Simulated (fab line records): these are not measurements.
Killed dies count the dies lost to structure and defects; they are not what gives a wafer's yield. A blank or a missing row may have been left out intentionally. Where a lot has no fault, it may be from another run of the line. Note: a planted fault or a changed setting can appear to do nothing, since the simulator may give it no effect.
fab line records	flow n5-finfet	part 2 of 2: steps 5 to 6 of 6
record: lots: 22	wafers: 66	last-day: 18
route steps=1938 shown FIN_CUT@173 STI_FIN_REVEAL@184 DUMMY_GATE@236 SPACER0@259
lots that met no fault: from a run of the same line without faults
start-h: hours from the record's first day to the start of the lot's first wafer shown	wait-h: how many hours have passed since the lot's step before this one	" the same as in the row above	L1.1+2: one row covering several wafers at once	- either no value or no given start	* or withheld: withheld	< > ~ a bound
route shown NAME@n: a module of which the file shows steps, and the number in the route of the first	usual: the fault-free wafers' mean and standard deviation	same: alike in all rows	chamber/n: place in a boat	sites: the reading at each site	_std_site: standard deviation of those values	_edge_site: outer sites' mean less inner sites'	radius-mm: for every site, how far away it sits from the centre of the wafer	mask NAME#n: copy n	behind: tool/chamber where the wafer was last shaped	hold: what put the lot on hold/how long, in hours/how the hold closed	device: the n, p or np transistor that did not switch	end of line: tests run on the same wafers once the route is complete	for a step that has no rows: nothing shown but its recipe	killed: at the first sort, the dies lost to defects and structure; wafer yield is something else	map: a wafer's dies, x killed, . not, _ none there
set.NAME: setting as actually run; set.NAME@STEP: the setting as run at that earlier step	model.NAME: the simulator's own value behind a step, which no gauge read
route steps across a sampled set of lots; one table per step, one row per wafer
services: when a tool's chamber went out of use (start-h, in hours from the record's first day, below 0 if earlier), for how many hours, and the reason
== steps ==
step: N5_DUMMY_GATE_STRIP_41
recipe: chemistry: O2	power-w: 400	temp-c: 40	pressure-mtorr: 30	rf-frequency-hz: 6e+07	bias-power-w: 0	overash-fraction: 0.3	o2-flow-sccm: 225
usual: drypump-motor-current-A: 5.7/0.33	oes-product-au: 0.77/0.057	rf-vpp-V: 3.7/0.5	showerhead-plenum-p-Torr: 2.09/0.083	temp-c: 40.01/0.11	throttle-valve-pct: 16.74/0.2
lot.wafer	tool	chamber	start-h	wait-h	drypump-motor-current-A	oes-product-au	rf-hours-counter-h	rf-vpp-V	showerhead-plenum-p-Torr	temp-c	throttle-valve-pct
L074.1	rie-diel-02	1	45.03	0.0	6.3	0.85	59	3.5	2.22	39.85	16.92
L074.2	"	2	"	"	5.5	0.83	71	3.5	2.04	39.92	16.50
L074.3	"	0	"	"	5.4	0.73	196	3.6	2.16	40.14	16.65
L075.1	rie-diel-06	3	51.13	0.0	5.3	0.70	227	3.7	1.98	40.16	16.60
L075.5	"	0	"	"	5.7	0.84	-	3.1	2.21	40.06	16.59
L075.6	"	3	"	"	5.3	0.70	-	3.2	1.98	40.15	16.59
L076.1	rie-diel-05	1	58.88	0.0	5.2	0.68	245	4.2	2.06	40.06	16.96
L076.3	"	3	"	"	5.6	0.68	234	3.5	2.06	39.82	16.78
L076.4	"	3	"	"	5.6	0.69	-	2.5	2.06	40.01	16.78
L078.3	rie-diel-05	3	71.65	0.0	5.6	0.69	238	3.6	2.06	39.98	16.80
L078.4	"	0	"	"	6.2	0.76	129	2.8	2.10	40.23	16.57
L078.6	"	1	"	"	5.2	0.69	-	2.1	2.06	40.07	16.96
L079.2	rie-diel-05	0	75.97	0.0	6.1	0.76	131	2.8	2.10	40.10	16.58
L079.3	"	2	"	"	6.0	0.73	173	3.5	2.18	39.97	16.49
L079.4	"	3	"	"	5.6	0.68	-	3.0	2.06	39.94	16.80
L080.1	rie-diel-06	1	83.13	0.0	5.9	0.79	107	4.2	1.96	39.92	17.09
L080.3	"	0	"	"	5.7	0.84	78	3.0	2.21	40.12	16.63
L080.5	"	1	"	"	5.9	0.79	-	3.8	1.96	39.93	17.07
L081.1	rie-diel-02	1	88.38	0.0	6.3	0.82	71	3.1	2.22	39.94	16.93
L081.4	"	2	"	"	5.5	0.81	82	3.7	2.04	40.25	16.54
L081.6	"	3	"	"	5.5	0.77	-	3.5	2.10	40.03	16.72
L082.1	rie-diel-02	0	93.59	0.0	5.4	0.71	211	3.4	2.16	40.14	16.67
L082.4	"	1	"	"	6.3	0.83	73	4.5	2.22	39.94	16.95
L082.5	"	2	"	"	5.5	0.81	-	4.6	2.04	40.04	16.54
L083.2	rie-diel-06	0	102.39	0.0	5.7	0.82	84	2.9	2.20	39.95	16.64
L083.5	"	0	"	"	5.7	0.83	-	3.3	2.20	40.17	16.66
L083.6	"	1	"	"	5.9	0.78	-	3.7	1.95	40.09	17.08
L084.1	rie-diel-02	0	107.02	0.0	5.4	0.72	215	3.4	2.16	39.87	16.67
L084.4	"	2	"	"	5.4	0.81	88	2.6	2.03	39.91	16.53
L084.5	"	2	"	"	5.5	0.81	-	3.1	2.03	39.90	16.53
L085.1	rie-diel-02	0	116.30	0.0	5.4	0.71	219	3.4	2.16	40.10	16.69
L085.4	"	2	"	"	5.5	0.80	90	3.1	2.03	39.91	16.52
L085.6	"	3	"	"	5.5	0.77	-	3.2	2.10	40.00	16.74
L086.1	rie-diel-02	1	119.93	0.0	6.3	0.81	81	3.6	2.22	40.10	16.97
L086.4	"	0	"	"	5.4	0.71	219	3.6	2.16	40.24	16.69
L086.5	"	1	"	"	6.3	0.81	-	3.1	2.22	40.18	16.95
L087.3	rie-diel-02	1	125.02	0.0	6.3	0.82	83	3.6	2.22	39.90	16.98
L087.4	"	3	"	"	5.5	0.77	141	3.8	2.10	39.95	16.75
L087.6	"	3	"	"	5.5	0.78	-	4.0	2.10	39.98	16.75
L088.1	rie-diel-02	2	131.98	0.0	5.5	0.80	95	3.7	2.03	39.81	16.55
L088.2	"	0	"	"	5.4	0.70	223	3.5	2.15	39.99	16.69
L088.6	"	0	"	"	5.4	0.71	-	4.0	2.15	39.99	16.69
L089.1	rie-diel-02	3	138.24	0.0	5.5	0.77	145	4.1	2.10	40.24	16.75
L089.2	"	0	"	"	5.4	0.71	225	4.4	2.15	40.12	16.70
L089.4	"	2	"	"	5.5	0.81	97	3.9	2.03	39.97	16.55
L090.1	rie-diel-06	3	146.61	0.0	5.3	0.68	253	4.5	1.97	40.00	16.66
L090.2	"	2	"	"	5.9	0.74	152	4.4	2.02	39.90	17.02
L090.3	"	1	"	"	5.9	0.78	124	3.9	1.95	40.01	17.10
L091.1	rie-diel-05	2	153.92	0.0	6.0	0.72	197	3.6	2.17	40.11	16.51
L091.4	"	3	"	"	5.5	0.96	6	3.0	2.05	40.12	16.38
L091.6	"	3	"	"	5.5	0.98	-	3.5	2.06	40.06	16.39
L092.1	rie-diel-02	1	154.43	0.0	6.3	0.79	92	4.5	2.21	40.05	16.98
L092.2	"	0	"	"	5.4	0.69	230	3.4	2.15	39.93	16.70
L092.3	"	2	"	"	5.5	0.79	101	4.5	2.03	40.14	16.56
L093.3	rie-diel-02	2	164.75	0.0	5.5	0.78	105	4.6	2.03	39.91	16.56
L093.4	"	1	"	"	6.3	0.80	95	4.6	2.21	39.88	17.00
L093.6	"	2	"	"	5.5	0.79	-	3.5	2.03	39.89	16.55
L094.1	rie-diel-06	2	167.56	0.0	5.9	0.73	160	2.8	2.01	40.21	17.02
L094.4	"	0	"	"	5.8	0.82	-	4.1	2.20	40.02	16.67
L094.6	"	1	"	"	5.9	0.77	-	3.4	1.95	40.15	17.11
L096.1	rie-diel-02	0	177.99	0.0	5.4	0.69	237	3.1	2.15	40.06	16.71
L096.2	"	1	"	"	6.3	0.80	99	3.0	2.21	40.09	17.01
L096.5	"	2	"	"	5.5	0.78	-	3.8	2.03	40.20	16.58
L097.1	rie-diel-05	3	186.83	0.0	5.6	0.93	15	3.8	2.05	39.96	16.41
L097.4	"	2	"	"	6.0	0.71	206	2.9	2.16	39.84	16.53
L097.6	"	3	"	"	5.6	0.94	-	3.5	2.05	40.01	16.39
step: N5_SPACER0_ALD_00
recipe: material: SiOCN	target-thk-a: 35	temp-c: 400	ald-precursor-family: alkyl-aminosilane	ald-co-reactant: O2/N2-plasma	pulse-time-s: 3	purge-time-s: 2	co-reactant-purge-time-s: 2	ald-cycles: 58	pressure-torr: 2
usual: heater-power-outer-w: 523/63	heater-power-w: 845/86	precursor-pulse-height-rel: 1.001/0.019
lot.wafer	tool	chamber	start-h	wait-h	heater-power-outer-w	heater-power-w	precursor-pulse-height-rel
L074.1	ald-sin-03	2	45.97	0.1	538	873	0.999
L074.2	"	1	"	"	502	778	1.018
L074.3	"	3	"	"	525	831	1.007
L075.1	ald-sin-03	0	52.13	0.1	580	895	1.001
L075.5	"	3	"	"	534	828	1.006
L075.6	"	0	"	"	568	909	0.997
L076.1	ald-sin-02	2	59.85	0.1	450	730	0.984
L076.3	"	1	"	"	428	736	0.984
L076.4	"	0	"	"	555	853	1.012
L078.3	ald-sin-02	2	72.90	0.1	449	750	0.999
L078.4	"	1	"	"	431	739	1.023
L078.6	"	2	"	"	454	741	1.022
L079.2	ald-sin-02	1	76.85	0.1	440	732	1.026
L079.3	"	2	"	"	449	745	1.008
L079.4	"	0	"	"	541	844	0.991
L080.1	ald-sin-04	2	84.24	0.1	590	993	1.008
L080.3	"	0	"	"	473	815	1.001
L080.5	"	0	"	"	461	823	0.988
L081.1	ald-sin-02	3	89.93	0.1	629	977	0.976
L081.4	"	2	"	"	447	751	0.969
L081.6	"	0	"	"	550	841	1.006
L082.1	ald-sin-03	2	94.47	0.1	526	883	1.008
L082.4	"	0	"	"	577	894	1.006
L082.5	"	1	"	"	493	759	1.002
L083.2	ald-sin-02	3	103.26	0.1	626	958	1.015
L083.5	"	3	"	"	623	968	0.961
L083.6	"	0	"	"	562	846	1.023
L084.1	ald-sin-04	3	108.02	0.1	578	982	1.000
L084.4	"	0	"	"	474	803	0.989
L084.5	"	0	"	"	477	829	1.004
L085.1	ald-sin-03	0	117.17	0.1	576	922	1.002
L085.4	"	1	"	"	501	769	1.030
L085.6	"	0	"	"	577	892	1.004
L086.1	ald-sin-04	1	120.81	0.1	406	718	1.020
L086.4	"	3	"	"	563	968	1.022
L086.5	"	0	"	"	458	805	0.991
L087.3	ald-sin-02	3	125.99	0.1	635	970	0.982
L087.4	"	0	"	"	548	860	0.989
L087.6	"	3	"	"	623	948	1.018
L088.1	ald-sin-04	3	132.94	0.1	580	974	1.000
L088.2	"	2	"	"	574	1002	0.988
L088.6	"	1	"	"	422	710	1.029
L089.1	ald-sin-02	2	139.11	0.1	452	739	1.032
L089.2	"	1	"	"	428	731	0.976
L089.4	"	0	"	"	542	861	0.986
L090.1	ald-sin-03	1	147.50	0.1	495	765	1.005
L090.2	"	0	"	"	561	893	1.017
L090.3	"	3	"	"	527	826	0.953
L091.1	ald-sin-02	1	155.20	0.1	438	738	1.022
L091.4	"	3	"	"	648	979	0.960
L091.6	"	2	"	"	447	740	0.991
L092.1	ald-sin-03	1	155.79	0.1	501	765	1.000
L092.2	"	2	"	"	547	908	0.989
L092.3	"	0	"	"	582	881	0.982
L093.3	ald-sin-04	1	165.64	0.1	415	720	0.971
L093.4	"	3	"	"	573	953	0.999
L093.6	"	0	"	"	474	832	0.982
L094.1	ald-sin-03	1	168.47	0.1	499	784	1.000
L094.4	"	3	"	"	526	832	1.016
L094.6	"	0	"	"	568	910	0.987
L096.1	ald-sin-03	2	179.89	0.1	544	905	1.024
L096.2	"	3	"	"	530	859	1.009
L096.5	"	3	"	"	545	844	1.003
L097.1	ald-sin-03	1	188.94	0.1	502	759	1.007
L097.4	"	0	"	"	576	920	0.985
L097.6	"	3	"	"	525	822	0.991
== services ==
tool	chamber	start-h	hours	kind
cmp-01	-	3.60	1.3	repair
rie-diel-02	2	12.84	2.6	repair
ald-sin-04	2	13.76	8.5	repair
ald-sin-03	-	21.89	0.8	repair
ald-sin-03	2	24.61	2.6	repair
ald-sin-04	-	31.89	0.9	repair
rie-diel-02	1	36.31	3.8	repair
ald-sin-02	-	52.92	1.2	repair
rie-diel-02	-	56.32	2.8	pm
rie-diel-05	0	56.42	14.8	repair
ald-sin-04	1	73.53	2.1	repair
ald-sin-01	0	79.67	12.1	repair
cmp-01	-	80.62	2.4	repair
ald-sin-01	-	85.25	14.0	pm
rie-diel-06	3	106.80	1.2	repair
rie-diel-06	-	110.12	0.7	repair
ald-sin-02	-	112.02	6.1	pm
cmp-01	-	139.81	3.7	pm
rie-diel-06	0	151.75	8.8	repair
ald-sin-04	-	164.71	0.3	repair
ald-sin-02	-	176.79	14.0	pm
cmp-01	-	182.05	0.7	repair
rie-diel-06	1	185.66	1.9	repair
rie-diel-02	2	186.31	1.2	repair
